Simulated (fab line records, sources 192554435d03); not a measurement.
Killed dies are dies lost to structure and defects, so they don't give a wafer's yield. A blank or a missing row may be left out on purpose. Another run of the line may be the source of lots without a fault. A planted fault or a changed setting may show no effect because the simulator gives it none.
Problem report in the 8D (eight disciplines) form, filled by code	flow n5_finfet	the parts of the form that need people (team, actions taken, sign-off) are left out

== 1. WHAT WENT WRONG ==
At N5_BEOL_M5_CMP_52, barrier_field_endpoint_s averages 33.3 s over 3 wafers from 2 lots, while fault-free wafers read 24.8 s, standard deviation 0.93. That puts it +9.1 standard deviations away from the usual mean.
The step: polishes, stops on SiCOH lowk, t overpolish 6.9 s, target thk 62 nm.
Earliest sighting: wafer L896.4 on cmp-01 at day 12 18:20. The record has a number at this step for 29 wafers belonging to 11 lots. Rule for "out" (also "out of limits"): further than 4 standard deviations from the usual mean. All remaining wafers that have a number are taken as sound.

== 2. WHAT IT IS, AND WHAT IT ISN'T ==
question	is	is not
which readings at this step	barrier_field_endpoint_s	motor_current_A, slurry_filter_dp_kPa
which lots	L896, L898	L888, L890, L893, L901, L903, L905, L907, L908, L909
which wafers of those lots	L896.4, L896.6, L898.4	L896.1, L898.2
read on which tools	cmp-01	cmp-02, cmp-04
when	from day 12 18:20	up to then (9 sound wafers); but 17 sound wafers of L898, L901, L903, L905, L907, L908, L909 came after

== 3. WHAT RULES OUT EACH SUSPECT ==
Counting: if a tool at a process step up to the reading ran every lot that is out, it stays a suspect. Sound lots after the first of them don't rule it out here, since some wafers of a struck lot are sound.
- pecvd-03 at N5_BEOL_M5_PECVD_70 (deposits SiO2 from TEOS/O2, target thk 16 nm, time 18 s): kept. It ran every lot that is out, first L896 (day 12 07:50); its last sound lot up to then is L888 (day 10 09:33).
- cmp-01 at N5_BEOL_M5_CMP_52 (polishes, stops on SiCOH lowk, t overpolish 6.9 s, target thk 62 nm): kept. It ran every lot that is out, first L896 (day 12 18:20); its last sound lot up to then is L888 (day 10 22:54). Out on those wafers are its own readings of barrier_field_endpoint_s.
- Within cmp-01 at N5_BEOL_M5_CMP_52: the wafers that are out ran in chambers 0, 1; their sound lot-mates ran in chamber 2.
Remaining after the count are pecvd-03 at N5_BEOL_M5_PECVD_70 and cmp-01 at N5_BEOL_M5_CMP_52.

== 4. THE CAUSE (what the simulator had put in) ==
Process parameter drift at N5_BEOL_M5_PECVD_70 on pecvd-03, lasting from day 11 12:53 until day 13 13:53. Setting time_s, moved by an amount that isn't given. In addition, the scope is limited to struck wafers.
Of the 2 suspects that counting leaves, this tool is one.

== 5. THE EFFECT CHAIN, in route order ==
Rows list readings where the struck wafers' mean (over those with a number) sits beyond 3 standard deviations from the usual. Readings are gone through only where the record gives a usual standard deviation; hours: the median, over the lots, of the time from a lot's start at the first step in this table giving one to that lot's start at this step; sigmas: the change measured in usual standard deviations.
hours	step	reading	usual	on struck wafers	change	sigmas
0	N5_BEOL_M5_CMP_52	barrier_field_endpoint_s	24.8 s	33.3	+8.5	+9.1
Here are the process steps it includes:
- N5_BEOL_M5_CMP_52: polishes, stops on SiCOH lowk, t overpolish 6.9 s, target thk 62 nm.

== 6. WHAT WOULD HAVE CAUGHT IT SOONER ==
In this record no reading fell out of limits until day 12 18:20, 29 hours after the fault had begun at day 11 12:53.
Tool readings at N5_BEOL_M5_PECVD_70 with a usual standard deviation given in the record: none out on any struck wafer, hence no alarm at a limit of 4 standard deviations on them.
Lots out: 2; of these, L898 started N5_BEOL_M5_PECVD_70 on pecvd-03 after day 12 18:20. A hold on the tool at that time would have spared it.
